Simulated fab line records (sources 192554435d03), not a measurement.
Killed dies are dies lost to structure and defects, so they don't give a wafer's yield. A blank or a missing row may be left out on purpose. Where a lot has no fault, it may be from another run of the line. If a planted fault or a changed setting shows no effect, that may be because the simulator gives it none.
Which tool is to blame?	flow n5_finfet	Sampling: 10 lots, 29 wafers, 4 of 1938 route steps

## WHAT EACH GAUGE READ, for each wafer
N5_BEOL_M11_THK_MEAS_01.
lot	measured	on	M11_ILD_THK (nm)
L511	day 10 12:19	film_metro-01	266 268 271
L513	day 11 03:25	film_metro-02	268 273 274
L514	day 11 10:06	film_metro-01	270 268 272
L517	day 11 21:47	film_metro-01	222 229
L518	day 12 00:45	film_metro-01	219 266 272
L526	day 14 06:52	film_metro-01	266 272 276
L529	day 15 08:38	film_metro-01	263 268 270
L530	day 15 13:29	film_metro-02	266 265 270
L531	day 15 21:10	film_metro-01	265 271 276
L532	day 15 23:59	film_metro-02	268 267 271

## WHAT TOOL EACH LOT RAN ON (gives the tool, then ch and the chambers of the sampled wafers, and finally the start)
lot	N5_BEOL_M10_TRENCH_ETCH_37	N5_BEOL_M10_ALD_74	N5_BEOL_M11_ILD_DEP_00
L511	rie_diel-03 ch 1,2,3, day 10 08:06 or earlier	ald_metal-01 ch 0,2,3, day 10 08:06	pecvd-02 ch 0,1, day 10 11:43
L513	rie_diel-01 ch 0,1,3, day 10 22:35 or earlier	ald_metal-02 ch 0,1,2, day 10 22:35	pecvd-02 ch 0, day 11 01:57
L514	rie_diel-03 ch 0,1,2, day 11 07:36 or earlier	ald_metal-03 ch 0,1,3, day 11 07:36	pecvd-01 ch 0,1, day 11 09:31
L517	rie_diel-01 ch 0,1, day 11 19:08 or earlier	ald_metal-01 ch 2, day 11 19:08	pecvd-02 ch 0,2, day 11 21:12
L518	rie_diel-04 ch 0,1, day 11 22:40 or earlier	ald_metal-02 ch 0,2,3, day 11 22:40	pecvd-02 ch 0,1, day 12 00:10
L526	rie_diel-04 ch 0,1,3, day 14 04:32 or earlier	ald_metal-03 ch 0,1, day 14 04:32	pecvd-04 ch 0,1, day 14 06:16
L529	rie_diel-04 ch 1,2,3, day 15 04:37 or earlier	ald_metal-01 ch 0,1,3, day 15 04:37	pecvd-02 ch 1,2, day 15 08:02
L530	rie_diel-04 ch 0,3, day 15 10:54 or earlier	ald_metal-02 ch 0,2, day 15 10:54	pecvd-01 ch 0,2, day 15 12:41
L531	rie_diel-04 ch 0,2,3, day 15 18:20 or earlier	ald_metal-01 ch 1,2, day 15 18:20	pecvd-02 ch 0,2, day 15 20:34
L532	rie_diel-01 ch 0,1,2, day 15 21:48 or earlier	ald_metal-03 ch 0,1,2, day 15 21:48	pecvd-01 ch 0,1, day 15 23:24
- N5_BEOL_M10_TRENCH_ETCH_37: etches SiCOH lowk in C4F6/O2, target depth 148.83 nm, time 48 s.
- N5_BEOL_M10_ALD_74: deposits TaN, target thk 2 nm, pulse time 2 s, purge time 3 s.
- N5_BEOL_M11_ILD_DEP_00: deposits SiCOH lowk from DEMS/porogen, target thk 308.51 nm, time 58 s.

## THE ANSWER, worked out from the rows above alone
Rule: the usual values come from the lots themselves. Put in order of their means at a reading, lots are off if they are a third of the lots or fewer, leave a main group of 4 or more, and stand apart from it by a gap of 3 or more times the standard deviation of the main group's means; of several such gaps the widest counts. A main group whose means are all the same, to the digits that the tables above print for the reading, isn't used. A lot without any number at a reading at which 4 lots or more have one is off too. Any other lot the step has rows for is counted as sound.
Off: L517, L518, at N5_BEOL_M11_THK_MEAS_01 (M11_ILD_THK). The main group has a mean of 269 nm with a standard deviation of 1.7.
A tool fits if, at a process step before that reading, it ran every lot that is off, and no sound lot after the first of them. The gauges at N5_BEOL_M11_THK_MEAS_01 are tried like those tools. N5_BEOL_M10_TRENCH_ETCH_37 gives no start for some lots, so the hours and the order of its lots are those of N5_BEOL_M10_ALD_74. No candidate that was tried fits.

## WHAT WAS PUT IN BY THE SIMULATOR
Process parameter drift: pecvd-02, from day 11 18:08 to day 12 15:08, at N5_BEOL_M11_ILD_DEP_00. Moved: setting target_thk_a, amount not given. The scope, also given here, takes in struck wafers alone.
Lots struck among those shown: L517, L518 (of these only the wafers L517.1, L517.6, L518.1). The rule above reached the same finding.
